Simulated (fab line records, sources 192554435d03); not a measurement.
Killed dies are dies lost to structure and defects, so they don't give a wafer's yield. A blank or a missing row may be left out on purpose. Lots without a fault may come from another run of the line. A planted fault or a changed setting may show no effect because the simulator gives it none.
fab line records | flow n5_finfet | part 1 of 2: steps 1 to 4 of 6
record lots=23 wafers=69 last_day=18
route steps=1938 shown DUMMY_GATE@214 SPACER0@258 SD_EPI_N@273
lots that met no fault: from a run of the same line without faults
start_h: hours from the record's first day to the start of the lot's first wafer shown | wait_h: hours since the lot's step before | " the same as in the row above | L1.1+2: a row that stands for several wafers | - no value, or no start given | * or withheld: withheld | < > ~ a bound
route shown NAME@n: a module of which the file shows steps, and the number in the route of the first | usual: mean/standard deviation of fault-free wafers | same: alike in all rows | chamber/n: place in a boat | sites: the reading at each site | _std_site: their standard deviation | _edge_site: outer sites' mean less inner sites' | radius_mm: how far each site lies from the wafer's centre | mask NAME#n: copy n | behind: the tool/chamber that last shaped the wafer | hold: why the lot was held/for how many hours/how that ended | device: the transistor (n, p or np) that didn't switch | end of line: the same wafers' tests at the end of the route | a step without rows: its recipe alone | killed: dies lost to structure and defects at the first sort, not the wafer's yield | map: a wafer's dies, x killed, . not, _ none there
set.NAME: the setting as run; set.NAME@STEP: as run at that earlier step | model.NAME: the simulator's own value behind a step, which no gauge read
steps of the route over a sample of lots; a table a step, a row a wafer
services: from which hour (start_h, from the record's first day; less than 0 if before it) a tool's chamber was out of use, for how many hours, and why
## steps
# step N5_DUMMY_GATE_ALD_02
# recipe material=SiO2 target_thk_a=20 temp_c=300 ald_precursor_family=BDEAS ald_co_reactant=O2-plasma pulse_time_s=1 pressure_torr=2
# usual chamber_pressure_Torr=2.000/0.004 heater_power_w=474/59 precursor_pulse_height_rel=0.998/0.021
# columns lot.wafer tool chamber start_h wait_h chamber_pressure_Torr heater_power_w precursor_pulse_height_rel
L075.3 ald_sin-02 0 43.72 0.0 2.001 477 1.013
L075.4 " 2 " " 2.003 474 1.001
L075.6 " 2 " " 2.002 470 0.977
L076.1 ald_sin-02 3 50.56 0.2 1.999 529 1.017
L076.3 " 0 " " 2.004 481 1.013
L076.5 " 2 " " 1.997 476 0.993
L077.1 ald_sin-01 2 56.39 0.4 1.998 544 0.995
L077.2 " 1 " " 2.008 426 0.987
L077.3 " 0 " " 1.997 447 1.044
L078.1 ald_sin-01 1 64.38 0.0 1.999 431 1.052
L078.5 " 3 " " 2.009 532 0.993
L078.6 " 2 " " 2.007 549 1.035
L079.3 ald_sin-01 1 67.26 0.0 2.001 421 1.016
L079.5 " 3 " " 2.004 528 0.962
L079.6 " 2 " " 1.998 561 0.990
L080.3 ald_sin-04 3 73.15 0.2 2.001 370 1.008
L080.4 " 1 " " 2.000 417 1.001
L080.6 " 3 " " 1.992 371 0.976
L081.3 ald_sin-04 0 79.10 0.0 2.007 541 1.024
L081.4 " 1 " " 2.002 427 0.985
L081.5 " 2 " " 1.999 509 0.970
L082.2 ald_sin-04 0 84.60 0.0 2.000 513 0.981
L082.3 " 1 " " 2.001 429 1.002
L082.6 " 2 " " 2.002 499 1.023
L083.2 ald_sin-01 2 91.38 0.0 1.996 554 0.998
L083.5 " 2 " " 2.003 559 0.972
L083.6 " 1 " " 1.997 430 1.017
L084.1 ald_sin-01 0 96.85 0.0 1.995 466 0.971
L084.3 " 2 " " 1.998 555 0.958
L084.5 " 3 " " 1.994 523 0.997
L085.1 ald_sin-02 1 104.33 0.5 1.999 381 1.016
L085.3 " 2 " " 2.005 469 0.999
L085.4 " 3 " " 2.010 483 0.989
L086.2 ald_sin-01 0 109.45 0.8 1.996 468 1.017
L086.4 " 3 " " 1.997 526 1.014
L086.5 " 2 " " 1.992 561 0.998
L087.1 ald_sin-04 3 116.60 0.3 2.003 368 1.004
L087.4 " 1 " " 1.996 423 0.988
L087.5 " 3 " " 1.999 387 1.023
L088.2 ald_sin-02 1 122.37 0.0 1.991 383 1.012
L088.5 " 1 " " 1.997 384 1.027
L088.6 " 0 " " 2.000 496 0.962
L089.1 ald_sin-01 3 127.25 0.0 1.999 539 0.984
L089.4 " 1 " " 1.994 441 0.992
L089.6 " 2 " " 1.998 545 0.975
L090.2 ald_sin-02 3 135.46 0.0 2.000 485 0.970
L090.4 " 2 " " 2.000 469 0.986
L090.5 " 0 " " 1.997 510 1.014
L091.2 ald_sin-01 1 139.12 0.0 2.003 427 0.999
L091.5 " 2 " " 2.002 550 0.985
L091.6 " 3 " " 1.997 531 1.005
L092.4 ald_sin-04 0 143.74 0.0 2.002 527 0.992
L092.5 " 0 " " 2.005 532 0.990
L092.6 " 3 " " 2.000 375 0.998
L093.1 ald_sin-04 3 150.82 0.0 1.991 390 0.989
L093.2 " 1 " " 2.003 429 1.001
L093.6 " 2 " " 1.999 509 1.010
L094.1 ald_sin-01 2 157.13 0.0 1.996 548 0.999
L094.4 " 2 " " 1.999 559 0.990
L094.5 " 3 " " 2.001 535 0.999
L095.1 ald_sin-02 3 164.44 1.1 1.999 496 0.965
L095.3 " 1 " " 2.000 390 0.997
L095.4 " 2 " " 1.998 469 1.032
L096.3 ald_sin-02 2 168.97 0.4 1.999 473 1.022
L096.4 " 0 " " 1.999 507 1.068
L096.6 " 1 " " 2.005 373 1.009
L097.2 ald_sin-04 3 181.80 2.5 1.997 388 0.981
L097.3 " 1 " " 2.000 425 0.998
L097.5 " 1 " " 1.997 432 0.960
# step N5_DUMMY_GATE_THK_MEAS_05
# usual thk_nm=71.4/1.2
# columns lot.wafer tool chamber start_h wait_h thk_nm
L075.3 film_metro-01 - 47.82 0.1 70.0
L075.4 " - " " 70.4
L075.6 " - " " 70.0
L076.1 film_metro-02 - 54.64 0.1 73.2
L076.3 " - " " 71.1
L076.5 " - " " 71.2
L077.1 film_metro-01 - 60.63 0.1 71.3
L077.2 " - " " 72.4
L077.3 " - " " 71.8
L078.1 film_metro-02 - 68.47 0.1 72.0
L078.5 " - " " 69.8
L078.6 " - " " 72.3
L079.3 film_metro-02 - 71.34 0.2 69.5
L079.5 " - " " 70.1
L079.6 " - " " 72.2
L080.3 film_metro-01 - 77.23 0.2 72.8
L080.4 " - " " 71.6
L080.6 " - " " 71.7
L081.3 film_metro-01 - 83.20 0.1 69.2
L081.4 " - " " 71.0
L081.5 " - " " 71.6
L082.2 film_metro-02 - 88.70 0.2 73.5
L082.3 " - " " 73.5
L082.6 " - " " 73.0
L083.2 film_metro-02 - 95.46 0.2 72.0
L083.5 " - " " 71.9
L083.6 " - " " 72.9
L084.1 film_metro-02 - 100.94 0.2 72.1
L084.3 " - " " 72.5
L084.5 " - " " 74.2
L085.1 film_metro-02 - 108.42 0.2 70.5
L085.3 " - " " 71.1
L085.4 " - " " 72.6
L086.2 film_metro-02 - 120.26 0.1 70.7
L086.4 " - " " 71.1
L086.5 " - " " 72.6
L087.1 film_metro-02 - 123.91 0.2 72.2
L087.4 " - " " 70.6
L087.5 " - " " 71.9
L088.2 film_metro-01 - 127.55 0.1 69.6
L088.5 " - " " 71.7
L088.6 " - " " 71.4
L089.1 film_metro-02 - 131.33 0.1 70.8
L089.4 " - " " 71.2
L089.6 " - " " 69.8
L090.2 film_metro-02 - 142.80 0.1 71.3
L090.4 " - " " 70.7
L090.5 " - " " 70.4
L091.2 film_metro-02 - 146.45 0.2 72.0
L091.5 " - " " 70.7
L091.6 " - " " 72.3
L092.4 film_metro-02 - 150.10 0.2 72.4
L092.5 " - " " 73.1
L092.6 " - " " 70.1
L093.1 film_metro-01 - 157.52 0.2 70.0
L093.2 " - " " 70.0
L093.6 " - " " 71.0
L094.1 film_metro-02 - 161.37 0.2 70.1
L094.4 " - " " 70.4
L094.5 " - " " 71.6
L095.1 film_metro-01 - 168.58 0.2 70.0
L095.3 " - " " 69.7
L095.4 " - " " 72.6
L096.3 film_metro-01 - 173.05 0.1 69.4
L096.4 " - " " 71.8
L096.6 " - " " 70.1
L097.2 film_metro-01 - 186.34 0.1 73.9
L097.3 " - " " 73.7
L097.5 " - " " 74.0
# step N5_DUMMY_GATE_STRIP_40
# recipe chemistry=CF4 resist=SiARC power_w=300 bias_power_w=75 pressure_mtorr=50 cf4_flow_sccm=150 rf_frequency_hz=6e+07
# usual cf4_flow_sccm=149.9/0.44 drypump_motor_current_A=5.7/0.44 oes_product_au=0.74/0.078 rf_vpp_V=271.0/1.6 showerhead_plenum_p_Torr=1.79/0.056 throttle_valve_pct=13.58/0.27
# columns lot.wafer tool chamber start_h wait_h cf4_flow_sccm drypump_motor_current_A oes_product_au rf_hours_counter_h rf_vpp_V showerhead_plenum_p_Torr throttle_valve_pct
L075.3 rie_diel-04 1 52.69 0.1 150.5 5.7 0.78 106 269.2 1.66 13.29
L075.4 " 0 " " 150.7 5.8 0.71 207 270.8 1.78 13.86
L075.6 " 3 " " 150.0 5.2 0.71 - 268.8 1.72 13.46
L076.1 rie_diel-03 3 59.61 0.3 149.2 5.7 0.69 200 270.5 1.80 13.78
L076.3 " 2 " " 150.0 5.0 0.70 225 272.3 1.85 13.72
L076.5 " 2 " " 150.1 5.0 0.70 - 271.8 1.85 13.73
L077.1 rie_diel-04 1 65.52 0.1 150.2 5.6 0.78 109 268.8 1.66 13.31
L077.2 " 3 " " 150.0 5.2 0.71 172 268.3 1.72 13.48
L077.3 " 0 " " 150.0 5.8 0.71 210 271.3 1.78 13.87
L078.1 rie_diel-03 0 73.21 0.1 150.0 6.0 0.70 205 270.4 1.77 13.45
L078.5 " 0 " " 149.4 6.0 0.69 - 271.2 1.77 13.46
L078.6 " 1 " " 150.2 6.3 0.71 - 272.0 1.84 13.93
L079.3 rie_diel-03 3 76.25 0.1 149.4 5.7 0.70 205 270.2 1.79 13.80
L079.5 " 1 " " 150.6 6.3 0.71 - 271.6 1.84 13.92
L079.6 " 2 " " 149.1 5.0 0.69 - 273.0 1.85 13.74
L080.3 rie_diel-01 0 82.18 0.1 149.4 5.0 0.69 231 271.1 1.76 13.60
L080.4 " 2 " " 149.8 5.2 0.80 102 268.4 1.74 13.47
L080.6 " 0 " " 149.9 5.0 0.69 - 270.1 1.76 13.63
L081.3 rie_diel-04 0 87.95 0.1 149.8 5.8 0.70 216 271.4 1.78 13.88
L081.4 " 2 " " 150.3 6.2 0.91 21 273.0 1.82 12.99
L081.5 " 3 " " 149.6 5.2 0.71 - 268.8 1.72 13.50
L082.2 rie_diel-01 3 93.84 0.2 149.4 5.6 0.77 123 272.9 1.88 13.44
L082.3 " 0 " " 149.7 4.9 0.68 235 271.3 1.76 13.64
L082.6 " 0 " " 149.9 4.9 0.68 - 271.4 1.76 13.63
L083.2 rie_diel-03 3 100.20 0.1 150.2 5.7 0.69 211 269.2 1.79 13.80
L083.5 " 2 " " 150.2 5.0 0.69 - 272.3 1.85 13.76
L083.6 " 1 " " 150.3 6.3 0.70 - 271.9 1.84 13.95
L084.1 rie_diel-03 3 107.83 0.1 150.3 5.7 0.69 213 270.9 1.79 13.80
L084.3 " 2 " " 150.5 5.0 0.68 238 272.5 1.85 13.76
L084.5 " 3 " " 150.5 5.7 0.69 - 272.6 1.79 13.80
L085.1 rie_diel-03 2 118.32 0.2 150.6 5.0 0.68 241 272.2 1.85 13.77
L085.3 " 1 " " 150.0 6.3 0.70 221 273.0 1.84 13.96
L085.4 " 0 " " 149.2 6.0 0.68 218 270.7 1.77 13.47
L086.2 rie_diel-03 0 129.00 0.1 150.0 6.1 0.69 222 270.9 1.77 13.46
L086.4 " 2 " " 150.3 5.0 0.68 245 271.9 1.85 13.77
L086.5 " 0 " " 150.0 6.1 0.68 - 270.8 1.77 13.48
L087.1 rie_diel-04 1 132.01 0.1 149.7 5.7 0.77 130 268.4 1.66 13.34
L087.4 " 0 " " 149.8 5.8 0.70 227 269.9 1.77 13.90
L087.5 " 0 " " 149.4 5.8 0.70 - 270.5 1.77 13.91
L088.2 rie_diel-03 2 135.72 0.1 149.6 5.0 0.67 247 273.0 1.85 13.78
L088.5 " 0 " " 150.1 6.1 0.68 - 272.1 1.77 13.47
L088.6 " 3 " " 150.4 5.7 0.68 - 271.6 1.79 13.82
L089.1 rie_diel-01 0 139.76 0.1 149.6 5.0 0.68 248 269.8 1.76 13.67
L089.4 " 1 " " 150.7 5.7 0.85 62 269.7 1.75 13.29
L089.6 " 2 " " 150.5 5.2 0.79 - 269.3 1.74 13.50
L090.2 rie_diel-01 1 150.54 0.1 149.8 5.8 0.85 66 270.6 1.75 13.25
L090.4 " 3 " " 149.8 5.6 0.76 - 272.5 1.88 13.48
L090.5 " 1 " " 149.3 5.8 0.85 - 270.7 1.75 13.28
L091.2 rie_diel-01 1 154.35 0.1 150.0 5.8 0.85 68 268.5 1.75 13.29
L091.5 " 3 " " 150.1 5.6 0.76 - 273.2 1.88 13.48
L091.6 " 2 " " 149.6 5.2 0.79 - 269.5 1.74 13.54
L092.4 rie_diel-03 3 155.06 0.1 150.1 5.7 0.67 - 270.3 1.79 13.84
L092.5 " 0 " " 149.2 6.0 0.68 - 271.0 1.77 13.48
L092.6 " 1 " " 149.6 6.3 0.69 - 272.0 1.84 13.99
L093.1 rie_diel-03 3 162.48 0.3 150.3 5.7 0.68 232 270.8 1.79 13.85
L093.2 " 0 " " 149.6 6.0 0.68 234 271.5 1.76 13.51
L093.6 " 1 " " 150.3 6.3 0.68 - 272.0 1.84 14.00
L094.1 rie_diel-03 1 166.16 0.1 150.1 6.3 0.69 238 272.2 1.84 13.98
L094.4 " 0 " " 149.7 6.0 0.67 235 270.7 1.76 13.52
L094.5 " 1 " " 149.8 6.3 0.70 - 271.5 1.84 14.01
L095.1 rie_diel-03 2 173.33 0.1 149.4 5.0 0.96 3 270.5 1.84 13.21
L095.3 " 3 " " 150.4 5.7 0.68 236 270.3 1.79 13.87
L095.4 " 0 " " 150.2 6.1 0.67 237 270.3 1.76 13.50
L096.3 rie_diel-04 2 177.80 0.1 150.1 6.2 0.86 47 271.8 1.82 13.06
L096.4 " 1 " " 149.1 5.7 0.74 139 269.0 1.65 13.35
L096.6 " 1 " " 149.6 5.7 0.75 - 269.0 1.65 13.36
L097.2 rie_diel-04 3 191.09 0.1 149.5 5.2 0.68 208 270.0 1.71 13.57
L097.3 " 0 " " 150.5 5.8 0.68 244 268.9 1.77 13.95
L097.5 " 1 " " 150.4 5.7 0.75 - 266.8 1.65 13.38
# step N5_DUMMY_GATE_HM_OPEN_21
# recipe chemistry=CH3F/O2 target=SiNx target_depth_a=1200 Ar_flow_sccm=150 CH3F_flow_sccm=30 O2_flow_sccm=23 time_s=171.4 pressure_mtorr=30 source_w=395 bias_w=73 ion_energy_ev=120.7
# usual drypump_motor_current_A=5.6/0.42 oes_product_au=0.77/0.084 rf_vpp_V=298/5.3 showerhead_plenum_p_Torr=2.00/0.072 throttle_valve_pct=16.36/0.23
# same time_s=171.4
# columns lot.wafer tool chamber start_h wait_h drypump_motor_current_A oes_product_au rf_hours_counter_h rf_vpp_V showerhead_plenum_p_Torr throttle_valve_pct
L075.3 rie_diel-01 2 52.87 0.0 5.2 0.82 94 301 1.96 16.30
L075.4 " 0 " " 5.0 0.71 223 296 2.01 16.60
L075.6 " 1 " " 5.8 0.90 - 293 1.99 16.14
L076.1 rie_diel-01 1 59.79 0.0 5.8 0.89 39 292 1.99 16.14
L076.3 " 3 " " 5.6 0.79 113 306 2.13 16.27
L076.5 " 1 " " 5.8 0.90 - 291 1.98 16.14
L077.1 rie_diel-01 2 65.74 0.0 5.2 0.81 97 301 1.96 16.32
L077.2 " 1 " " 5.8 0.90 41 291 1.98 16.16
L077.3 " 0 " " 5.0 0.69 227 295 2.01 16.58
L078.1 rie_diel-04 1 73.40 0.0 5.6 0.79 112 294 1.86 16.18
L078.5 " 2 " " 6.2 0.94 - 302 2.08 15.99
L078.6 " 1 " " 5.7 0.78 - 294 1.86 16.18
L079.3 rie_diel-03 1 76.44 0.0 6.3 0.72 207 303 2.09 16.79
L079.5 " 0 " " 6.0 0.69 - 294 1.99 16.24
L079.6 " 1 " " 6.3 0.72 - 303 2.09 16.81
L080.3 rie_diel-01 0 82.36 0.0 5.0 0.70 232 295 2.01 16.61
L080.4 " 1 " " 5.8 0.89 45 292 1.98 16.15
L080.6 " 3 " " 5.6 0.78 - 306 2.12 16.29
L081.3 rie_diel-03 1 88.13 0.0 6.3 0.72 211 306 2.09 16.82
L081.4 " 3 " " 5.7 0.70 208 291 2.01 16.61
L081.5 " 1 " " 6.3 0.72 - 306 2.09 16.81
L082.2 rie_diel-04 2 94.13 0.0 6.2 0.92 23 302 2.08 16.01
L082.3 " 1 " " 5.7 0.78 118 293 1.86 16.21
L082.6 " 1 " " 5.7 0.77 - 294 1.86 16.19
L083.2 rie_diel-04 1 100.39 0.0 5.7 0.78 120 295 1.86 16.20
L083.5 " 0 " " 5.8 0.71 - 299 1.98 16.65
L083.6 " 1 " " 5.7 0.78 - 294 1.86 16.19
L084.1 rie_diel-01 0 108.01 0.0 5.0 0.69 240 295 2.01 16.61
L084.3 " 2 " " 5.2 0.80 110 303 1.95 16.32
L084.5 " 3 " " 5.6 0.78 - 305 2.12 16.30
L085.1 rie_diel-04 2 118.73 0.0 6.2 0.90 30 301 2.07 16.05
L085.3 " 1 " " 5.7 0.77 125 295 1.86 16.20
L085.4 " 0 " " 5.8 0.70 223 299 1.98 16.67
L086.2 rie_diel-04 2 129.18 0.0 6.2 0.90 33 303 2.07 16.02
L086.4 " 1 " " 5.7 0.77 129 292 1.86 16.22
L086.5 " 1 " " 5.7 0.77 - 293 1.86 16.22
L087.1 rie_diel-01 3 132.19 0.0 5.6 0.78 135 305 2.12 16.31
L087.4 " 1 " " 5.7 0.87 59 292 1.98 16.19
L087.5 " 2 " " 5.2 0.80 - 302 1.95 16.33
L088.2 rie_diel-04 0 135.91 0.0 5.8 0.70 228 300 1.98 16.69
L088.5 " 2 " " 6.2 0.89 - 301 2.07 16.03
L088.6 " 3 " " 5.1 0.71 - 293 1.93 16.40
L089.1 rie_diel-01 1 139.95 0.0 5.8 0.86 62 291 1.98 16.19
L089.4 " 0 " " 5.0 0.68 248 294 2.00 16.63
L089.6 " 0 " " 4.9 0.69 - 295 2.00 16.64
L090.2 rie_diel-03 3 150.85 0.0 5.7 0.68 228 290 2.00 16.67
L090.4 " 3 " " 5.7 0.68 - 292 2.00 16.65
L090.5 " 0 " " 6.0 0.68 - 295 1.98 16.27
L091.2 rie_diel-01 2 154.54 0.0 5.2 0.79 125 301 1.95 16.35
L091.5 " 2 " " 5.2 0.78 - 302 1.95 16.35
L091.6 " 1 " " 5.8 0.85 - 292 1.98 16.20
L092.4 rie_diel-03 1 155.31 0.1 6.3 0.69 - 303 2.08 16.86
L092.5 " 0 " " 6.0 0.68 - 294 1.98 16.28
L092.6 " 3 " " 5.7 0.67 - 290 2.00 16.66
L093.1 rie_diel-04 2 162.67 0.0 6.2 0.88 43 301 2.07 16.04
L093.2 " 3 " " 5.2 0.70 202 295 1.93 16.39
L093.6 " 1 " " 5.7 0.77 - 293 1.86 16.24
L094.1 rie_diel-01 3 166.34 0.0 5.6 0.76 148 305 2.11 16.34
L094.4 " 0 " " 4.9 0.97 1 294 2.00 16.11
L094.5 " 0 " " 4.9 0.97 - 295 2.00 16.11
L095.1 rie_diel-03 2 173.51 0.0 5.0 0.97 3 310 2.05 16.00
L095.3 " 0 " " 6.0 0.68 237 294 1.98 16.29
L095.4 " 3 " " 5.7 0.67 236 291 2.00 16.67
L096.3 rie_diel-01 0 177.98 0.0 5.0 0.95 4 296 2.00 16.10
L096.4 " 1 " " 5.8 0.85 75 291 1.97 16.22
L096.6 " 0 " " 5.0 0.95 - 297 2.00 16.12
L097.2 rie_diel-01 0 191.37 0.0 4.9 0.94 8 295 2.00 16.12
L097.3 " 3 " " 5.6 0.75 154 306 2.11 16.34
L097.5 " 2 " " 5.2 0.78 - 302 1.95 16.38
